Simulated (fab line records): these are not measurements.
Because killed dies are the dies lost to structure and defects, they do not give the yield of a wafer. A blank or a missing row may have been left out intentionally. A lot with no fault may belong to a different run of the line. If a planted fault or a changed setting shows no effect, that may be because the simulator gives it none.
Matching of chambers || flow nand harc || NHARC_A_STAIRCASE_ETCH_169 on rie diel-05 has 4 sister chambers
The step etches the open film in CH3F/O2, target depth 50 nm, time 107.1 s. 8 wafers are shown with their chamber, then 12 later ones without.

== WAFERS, EACH WITH ITS CHAMBER ==
{"wafer": "L084.3", "chamber": 3, "showerhead plenum p Torr (Torr)": 2.34, "rf vpp V (V)": 242.6}
{"wafer": "L084.5", "chamber": 2, "showerhead plenum p Torr (Torr)": 2.49, "rf vpp V (V)": 243.6}
{"wafer": "L083.5", "chamber": 0, "showerhead plenum p Torr (Torr)": 2.35, "rf vpp V (V)": 243.7}
{"wafer": "L085.4", "chamber": 3, "showerhead plenum p Torr (Torr)": 2.34, "rf vpp V (V)": 243.9}
{"wafer": "L085.5", "chamber": 2, "showerhead plenum p Torr (Torr)": 2.49, "rf vpp V (V)": 244.8}
{"wafer": "L086.2", "chamber": 0, "showerhead plenum p Torr (Torr)": 2.34, "rf vpp V (V)": 243.1}
{"wafer": "L086.3", "chamber": 1, "showerhead plenum p Torr (Torr)": 2.52, "rf vpp V (V)": 244.7}
{"wafer": "L086.5", "chamber": 1, "showerhead plenum p Torr (Torr)": 2.52, "rf vpp V (V)": 245.6}

== WAFERS WHOSE CHAMBER IS MISSING ==
{"wafer": "L087.3", "showerhead plenum p Torr (Torr)": 2.34, "rf vpp V (V)": 241.4}
{"wafer": "L087.4", "showerhead plenum p Torr (Torr)": 2.48, "rf vpp V (V)": 245.2}
{"wafer": "L087.5", "showerhead plenum p Torr (Torr)": 2.33, "rf vpp V (V)": 241.0}
{"wafer": "L090.3", "showerhead plenum p Torr (Torr)": 2.34, "rf vpp V (V)": 241.7}
{"wafer": "L090.4", "showerhead plenum p Torr (Torr)": 2.52, "rf vpp V (V)": 247.0}
{"wafer": "L090.5", "showerhead plenum p Torr (Torr)": 2.33, "rf vpp V (V)": 241.9}
{"wafer": "L092.1", "showerhead plenum p Torr (Torr)": 2.34, "rf vpp V (V)": 241.8}
{"wafer": "L092.5", "showerhead plenum p Torr (Torr)": 2.48, "rf vpp V (V)": 242.5}
{"wafer": "L092.6", "showerhead plenum p Torr (Torr)": 2.51, "rf vpp V (V)": 244.1}
{"wafer": "L096.1", "showerhead plenum p Torr (Torr)": 2.48, "rf vpp V (V)": 246.7}
{"wafer": "L096.2", "showerhead plenum p Torr (Torr)": 2.34, "rf vpp V (V)": 241.9}
{"wafer": "L096.3", "showerhead plenum p Torr (Torr)": 2.51, "rf vpp V (V)": 246.2}

== EACH ONE'S CHAMBER ==
{"wafer": "L087.3", "from the rows above": "can't be placed: 3 or 0", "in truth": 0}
{"wafer": "L087.4", "from the rows above": 2, "in truth": 2}
{"wafer": "L087.5", "from the rows above": "can't be placed: 3 or 0", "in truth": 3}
{"wafer": "L090.3", "from the rows above": "can't be placed: 3 or 0", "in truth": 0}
{"wafer": "L090.4", "from the rows above": 1, "in truth": 1}
{"wafer": "L090.5", "from the rows above": "can't be placed: 3 or 0", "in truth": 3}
{"wafer": "L092.1", "from the rows above": "can't be placed: 3 or 0", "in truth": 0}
{"wafer": "L092.5", "from the rows above": 2, "in truth": 2}
{"wafer": "L092.6", "from the rows above": 1, "in truth": 1}
{"wafer": "L096.1", "from the rows above": 2, "in truth": 2}
{"wafer": "L096.2", "from the rows above": "can't be placed: 3 or 0", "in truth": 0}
{"wafer": "L096.3", "from the rows above": 1, "in truth": 1}
Correctly placed: 6 of 12. These rows do not allow placing 6 (true chamber among the candidates in 6). Placed wrongly: 0.
How it was worked out, from the rows above alone: a wafer's distance from a chamber is the root of the sum, over the readings, of the square of ((its reading less the chamber's mean) divided by the reading's scatter). The wafer belongs to the nearest chamber; if the next one is less than 2 further off, it can't be placed. For every chamber, the mean is computed from those of its wafers that are shown. The scatter: take each reading less its chamber's mean, square it, sum over the shown wafers, divide by the number of wafers less the number of chambers, and take the root.
